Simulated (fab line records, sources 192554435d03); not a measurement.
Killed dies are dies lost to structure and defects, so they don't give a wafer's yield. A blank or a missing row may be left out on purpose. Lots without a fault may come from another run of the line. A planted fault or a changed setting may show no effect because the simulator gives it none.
Which tool did it? | flow n5_finfet | 24 lots, 72 wafers sampled, at 5 steps of a route of 1938

WHAT THE GAUGES READ, wafer by wafer
N5_BEOL_M15_CD_MEAS_17: target cd 360 nm. Usual: cd_nm 360.7 nm, standard deviation 2.4.
lot  | measured     | on        | cd_nm (nm)        | flag
L074 | day 11 16:46 | cd_sem-02 | 358.2 363.7 365.4 |
L075 | day 12 02:54 | cd_sem-02 | 358.4 358.3 363.1 |
L076 | day 12 13:50 | cd_sem-01 | 362.2 361.9 361.4 |
L078 | day 12 17:58 | cd_sem-03 | 365.5 356.9 361.9 |
L077 | day 12 18:26 | cd_sem-02 | 357.2 366.3 359.2 |
L079 | day 12 22:32 | cd_sem-02 | 359.6 365.9 359.3 |
L080 | day 13 04:35 | cd_sem-02 | 360.7 360.1 360.4 |
L081 | day 13 11:17 | cd_sem-02 | 363.2 359.2 360.8 |
L082 | day 13 19:38 | cd_sem-02 | 358.8 358.4 360.4 |
L083 | day 14 07:56 | cd_sem-01 | 366.3 366.7 361.4 |
L085 | day 14 14:47 | cd_sem-01 | 363.0 361.1 356.8 |
L086 | day 14 20:28 | cd_sem-01 | 362.5 362.1 363.4 |
L084 | day 14 21:31 | cd_sem-01 | 358.6 361.6 357.4 |
L087 | day 15 17:17 | cd_sem-01 | 357.8 357.5 359.0 |
L088 | day 15 20:13 | cd_sem-03 | 359.5 360.0 361.5 |
L089 | day 15 21:33 | cd_sem-01 | 360.6 359.7 362.4 |
L090 | day 16 05:58 | cd_sem-01 | 360.8 362.3 360.4 |
L093 | day 16 17:26 | cd_sem-03 | 363.0 363.9 358.7 |
L091 | day 16 22:34 | cd_sem-02 | 359.3 357.9 364.3 |
L092 | day 16 23:51 | cd_sem-02 | 359.7 361.0 360.7 |
L094 | day 17 03:51 | cd_sem-01 | 359.6 360.4 359.7 |
L095 | day 17 12:59 | cd_sem-01 | 354.4 359.7 360.5 |
L096 | day 17 16:42 | cd_sem-03 | 361.7 358.6 359.9 |
L097 | day 17 21:16 | cd_sem-01 | 361.6 361.9 365.1 |

WHICH TOOL RAN EACH LOT (tool, then ch and the chambers of the sampled wafers, then the start)
lot  | N5_BEOL_M14_DEGAS_41         | N5_BEOL_M14_SPUTTER_44       | N5_BEOL_M14_CMP_49            | N5_BEOL_M14_DEP_53
L074 | pvd_sputter-01, day 11 14:18 | pvd_sputter-01, day 11 14:28 | cmp-04 ch 0,1,2, day 11 15:13 | pecvd-03 ch 0,1, day 11 15:30
L075 | pvd_sputter-02, day 12 00:15 | pvd_sputter-02, day 12 00:25 | cmp-04 ch 0,1, day 12 01:09   | pecvd-03 ch 1,2, day 12 01:31
L076 | pvd_sputter-01, day 12 11:10 | pvd_sputter-01, day 12 11:19 | cmp-03 ch 0,1, day 12 12:02   | pecvd-04 ch 0,1, day 12 12:22
L078 | pvd_sputter-01, day 12 15:14 | pvd_sputter-01, day 12 15:23 | cmp-04 ch 0,3, day 12 16:20   | pecvd-01 ch 0,1,2, day 12 16:43
L077 | pvd_sputter-03, day 12 15:34 | pvd_sputter-03, day 12 15:44 | cmp-03 ch 1,2,3, day 12 16:43 | pecvd-03 ch 0,1,2, day 12 17:02
L079 | pvd_sputter-01, day 12 19:34 | pvd_sputter-01, day 12 19:44 | cmp-02 ch 1,2,3, day 12 20:32 | pecvd-01 ch 0,1,2, day 12 20:48
L080 | pvd_sputter-02, day 13 01:54 | pvd_sputter-02, day 13 02:04 | cmp-04 ch 0,1,2, day 13 02:54 | pecvd-01 ch 0,1, day 13 03:11
L081 | pvd_sputter-02, day 13 08:28 | pvd_sputter-02, day 13 08:37 | cmp-04 ch 0,1,2, day 13 09:35 | pecvd-01 ch 0,2, day 13 09:52
L082 | pvd_sputter-03, day 13 16:22 | pvd_sputter-03, day 13 16:32 | cmp-03 ch 0,2,3, day 13 17:13 | pecvd-01 ch 0,2, day 13 17:34
L083 | pvd_sputter-02, day 14 05:11 | pvd_sputter-02, day 14 05:21 | cmp-04 ch 0,1, day 14 06:04   | pecvd-04 ch 0,1, day 14 06:25
L085 | pvd_sputter-03, day 14 12:11 | pvd_sputter-03, day 14 12:21 | cmp-02 ch 0,1,2, day 14 13:04 | pecvd-04 ch 1,2, day 14 13:23
L086 | pvd_sputter-01, day 14 17:29 | pvd_sputter-01, day 14 17:39 | cmp-03 ch 0,2,3, day 14 18:37 | pecvd-03 ch 0,1, day 14 18:53
L084 | pvd_sputter-02, day 14 18:19 | pvd_sputter-02, day 14 18:29 | cmp-02 ch 0,2,3, day 14 19:41 | pecvd-03 ch 0,1,2, day 14 20:01
L087 | pvd_sputter-03, day 15 14:40 | pvd_sputter-03, day 15 14:49 | cmp-03 ch 0,2,3, day 15 15:30 | pecvd-01 ch 0,1, day 15 15:52
L088 | pvd_sputter-01, day 15 17:37 | pvd_sputter-01, day 15 17:47 | cmp-03 ch 1,2,3, day 15 18:30 | pecvd-01 ch 0,1,2, day 15 18:49
L089 | pvd_sputter-02, day 15 19:05 | pvd_sputter-02, day 15 19:14 | cmp-03 ch 0,3, day 15 19:55   | pecvd-03 ch 0,2, day 15 20:17
L090 | pvd_sputter-01, day 16 03:09 | pvd_sputter-01, day 16 03:19 | cmp-02 ch 0,3, day 16 04:05   | pecvd-04 ch 1,2, day 16 04:27
L093 | pvd_sputter-02, day 16 14:55 | pvd_sputter-02, day 16 15:05 | cmp-03 ch 0,1,2, day 16 15:47 | pecvd-01 ch 0,1, day 16 16:09
L091 | pvd_sputter-02, day 16 20:05 | pvd_sputter-02, day 16 20:14 | cmp-03 ch 1,3, day 16 20:56   | pecvd-04 ch 1,2, day 16 21:17
L092 | pvd_sputter-02, day 16 20:46 | pvd_sputter-02, day 16 20:55 | cmp-03 ch 0,3, day 16 21:45   | pecvd-04 ch 0,1,2, day 16 22:07
L094 | pvd_sputter-01, day 17 01:21 | pvd_sputter-01, day 17 01:31 | cmp-03 ch 1,2, day 17 02:13   | pecvd-01 ch 1,2, day 17 02:35
L095 | pvd_sputter-02, day 17 10:14 | pvd_sputter-02, day 17 10:24 | cmp-04 ch 0,1,3, day 17 11:10 | pecvd-04 ch 0,2, day 17 11:27
L096 | pvd_sputter-02, day 17 14:00 | pvd_sputter-02, day 17 14:10 | cmp-04 ch 0,1,3, day 17 14:55 | pecvd-04 ch 0,2, day 17 15:17
L097 | pvd_sputter-01, day 17 18:30 | pvd_sputter-01, day 17 18:40 | cmp-04 ch 0,1,3, day 17 19:43 | pecvd-04 ch 0,2, day 17 19:59
- N5_BEOL_M14_DEGAS_41: time 60 s.
- N5_BEOL_M14_SPUTTER_44: material Ta, target thk 15 nm, time 24.19 s.
- N5_BEOL_M14_CMP_49: polishes, stops on SiO2, t overpolish 5.2 s, target thk 560 nm.
- N5_BEOL_M14_DEP_53: deposits SiCN from 3MS/NH3, target thk 50 nm, time 17.8 s.

WHAT THE TOOLS THEMSELVES READ (means of the sampled wafers that have a number; where no wafer has one, the mark that the record gives instead)
N5_BEOL_M14_DEGAS_41. Usual: heater_power_w 476 W, standard deviation 68; susceptor_temp_C 299.97 C, standard deviation 0.19.
lot  | tool           | heater_power_w (W) | susceptor_temp_C (C) | flag
L074 | pvd_sputter-01 | 509                | 299.86               |
L075 | pvd_sputter-02 | 422                | 300.07               |
L076 | pvd_sputter-01 | 512                | 300.02               |
L078 | pvd_sputter-01 | 482                | 300.23               |
L077 | pvd_sputter-03 | 445                | 299.97               |
L079 | pvd_sputter-01 | 471                | 299.92               |
L080 | pvd_sputter-02 | 501                | 299.92               |
L081 | pvd_sputter-02 | 410                | 300.06               |
L082 | pvd_sputter-03 | 490                | 299.88               |
L083 | pvd_sputter-02 | 430                | 299.98               |
L085 | pvd_sputter-03 | 466                | 299.90               |
L086 | pvd_sputter-01 | 511                | 300.05               |
L084 | pvd_sputter-02 | 497                | 300.12               |
L087 | pvd_sputter-03 | 490                | 300.01               |
L088 | pvd_sputter-01 | 510                | 299.87               |
L089 | pvd_sputter-02 | 416                | 299.94               |
L090 | pvd_sputter-01 | 471                | 299.99               |
L093 | pvd_sputter-02 | 492                | 299.84               |
L091 | pvd_sputter-02 | 494                | 300.17               |
L092 | pvd_sputter-02 | 427                | 300.00               |
L094 | pvd_sputter-01 | 473                | 299.96               |
L095 | pvd_sputter-02 | 437                | 300.03               |
L096 | pvd_sputter-02 | 507                | 299.99               |
L097 | pvd_sputter-01 | 481                | 299.92               |

N5_BEOL_M14_SPUTTER_44. Usual: susceptor_temp_C 50.00 C, standard deviation 0.11; throttle_valve_pct 29.4 %, standard deviation 1.1.
lot  | tool           | susceptor_temp_C (C) | throttle_valve_pct (%) | flag
L074 | pvd_sputter-01 | 50.03                | 28.7                   |
L075 | pvd_sputter-02 | 49.99                | 29.4                   |
L076 | pvd_sputter-01 | 49.93                | 28.7                   |
L078 | pvd_sputter-01 | 49.95                | 29.9                   |
L077 | pvd_sputter-03 | 49.99                | 29.8                   |
L079 | pvd_sputter-01 | 49.92                | 29.4                   |
L080 | pvd_sputter-02 | 50.16                | 29.1                   |
L081 | pvd_sputter-02 | 50.01                | 28.9                   |
L082 | pvd_sputter-03 | 50.06                | 30.9                   |
L083 | pvd_sputter-02 | 50.08                | 29.4                   |
L085 | pvd_sputter-03 | 49.91                | 30.0                   |
L086 | pvd_sputter-01 | 49.97                | 28.6                   |
L084 | pvd_sputter-02 | 49.91                | 28.6                   |
L087 | pvd_sputter-03 | 50.09                | 30.9                   |
L088 | pvd_sputter-01 | 50.13                | 28.7                   |
L089 | pvd_sputter-02 | 49.96                | 28.7                   |
L090 | pvd_sputter-01 | 50.05                | 29.3                   |
L093 | pvd_sputter-02 | 49.99                | 29.3                   |
L091 | pvd_sputter-02 | 50.00                | 29.1                   |
L092 | pvd_sputter-02 | 50.06                | 29.4                   |
L094 | pvd_sputter-01 | 50.03                | 29.5                   |
L095 | pvd_sputter-02 | 50.01                | 30.1                   |
L096 | pvd_sputter-02 | 50.07                | 29.4                   |
L097 | pvd_sputter-01 | 49.89                | 29.5                   |

N5_BEOL_M14_CMP_49. Usual: barrier_field_endpoint_s 11.4 s, standard deviation 0.31; motor_current_A 8.0 A, standard deviation 0.73; overpolish_run_s 5.200 s, standard deviation 0.0097; time_to_endpoint_s 121 s, standard deviation 4.7.
lot  | tool   | barrier_field_endpoint_s (s) | motor_current_A (A) | overpolish_run_s (s) | time_to_endpoint_s (s) | flag
L074 | cmp-04 | 11.3                         | 8.3                 | 5.203                | 117                    |
L075 | cmp-04 | 11.8                         | 9.0                 | 5.195                | 121                    |
L076 | cmp-03 | 11.6                         | 8.6                 | 5.196                | 125                    |
L078 | cmp-04 | 11.4                         | 7.6                 | 5.209                | 122                    |
L077 | cmp-03 | 10.9                         | 7.5                 | 5.196                | 116                    |
L079 | cmp-02 | 11.2                         | 7.5                 | 5.200                | 119                    |
L080 | cmp-04 | 11.3                         | 8.5                 | 5.199                | 117                    |
L081 | cmp-04 | 11.4                         | 8.6                 | 5.204                | 117                    |
L082 | cmp-03 | 11.4                         | 7.9                 | 5.207                | 126                    |
L083 | cmp-04 | 11.5                         | 9.2                 | 5.202                | 119                    |
L085 | cmp-02 | 11.2                         | 7.7                 | 5.206                | 120                    |
L086 | cmp-03 | 11.9                         | 8.0                 | 5.201                | 125                    |
L084 | cmp-02 | 11.6                         | 7.5                 | 5.192                | 127                    |
L087 | cmp-03 | 11.2                         | 7.6                 | 5.203                | 122                    |
L088 | cmp-03 | 11.5                         | 7.9                 | 5.195                | 119                    |
L089 | cmp-03 | 11.7                         | 8.3                 | 5.206                | 123                    |
L090 | cmp-02 | 11.5                         | 7.6                 | 5.201                | 122                    |
L093 | cmp-03 | 11.9                         | 8.2                 | 5.202                | 125                    |
L091 | cmp-03 | 11.3                         | 7.5                 | 5.196                | 122                    |
L092 | cmp-03 | 11.7                         | 8.4                 | 5.194                | 127                    |
L094 | cmp-03 | 11.4                         | 7.9                 | 5.203                | 123                    |
L095 | cmp-04 | 11.5                         | 8.5                 | 5.200                | 121                    |
L096 | cmp-04 | 11.5                         | 8.6                 | 5.202                | 121                    |
L097 | cmp-04 | 11.6                         | 8.1                 | 5.200                | 121                    |

N5_BEOL_M14_DEP_53. Usual: showerhead_plenum_p_Torr 4.167 Torr, standard deviation 0.026; throttle_valve_pct 18.4 %, standard deviation 0.92.
lot  | tool     | showerhead_plenum_p_Torr (Torr) | throttle_valve_pct (%) | flag
L074 | pecvd-03 | 4.166                           | 18.4                   |
L075 | pecvd-03 | 4.165                           | 18.3                   |
L076 | pecvd-04 | 4.146                           | 17.1                   |
L078 | pecvd-01 | 4.176                           | 18.5                   |
L077 | pecvd-03 | 4.164                           | 18.2                   |
L079 | pecvd-01 | 4.171                           | 18.4                   |
L080 | pecvd-01 | 4.159                           | 19.3                   |
L081 | pecvd-01 | 4.197                           | 18.4                   |
L082 | pecvd-01 | 4.196                           | 17.7                   |
L083 | pecvd-04 | 4.170                           | 17.8                   |
L085 | pecvd-04 | 4.141                           | 17.0                   |
L086 | pecvd-03 | 4.163                           | 18.4                   |
L084 | pecvd-03 | 4.164                           | 18.5                   |
L087 | pecvd-01 | 4.161                           | 19.3                   |
L088 | pecvd-01 | 4.173                           | 18.4                   |
L089 | pecvd-03 | 4.148                           | 18.2                   |
L090 | pecvd-04 | 4.139                           | 17.0                   |
L093 | pecvd-01 | 4.186                           | 19.2                   |
L091 | pecvd-04 | 4.142                           | 16.9                   |
L092 | pecvd-04 | 4.148                           | 17.8                   |
L094 | pecvd-01 | 4.173                           | 17.8                   |
L095 | pecvd-04 | 4.171                           | 18.6                   |
L096 | pecvd-04 | 4.168                           | 18.6                   |
L097 | pecvd-04 | 4.169                           | 18.6                   |

THE ANSWER, worked out from the rows above alone
Rule: a lot is off if the mean of its wafers that have a number lies more than 3 standard deviations from the usual mean. A lot without any number at a reading at which 4 lots or more have one is off too. The other lots that the step has rows for count as sound. The gauges are gone through in route order, then the tools' own readings, and for those a lot's mean is taken as printed above. The first step at which some lot is off is used, and at that step the reading that is off furthest; a lot without a number counts as furthest.
No lot is off at any reading shown: from this, nothing can be told.

WHAT THE SIMULATOR HAD PUT IN
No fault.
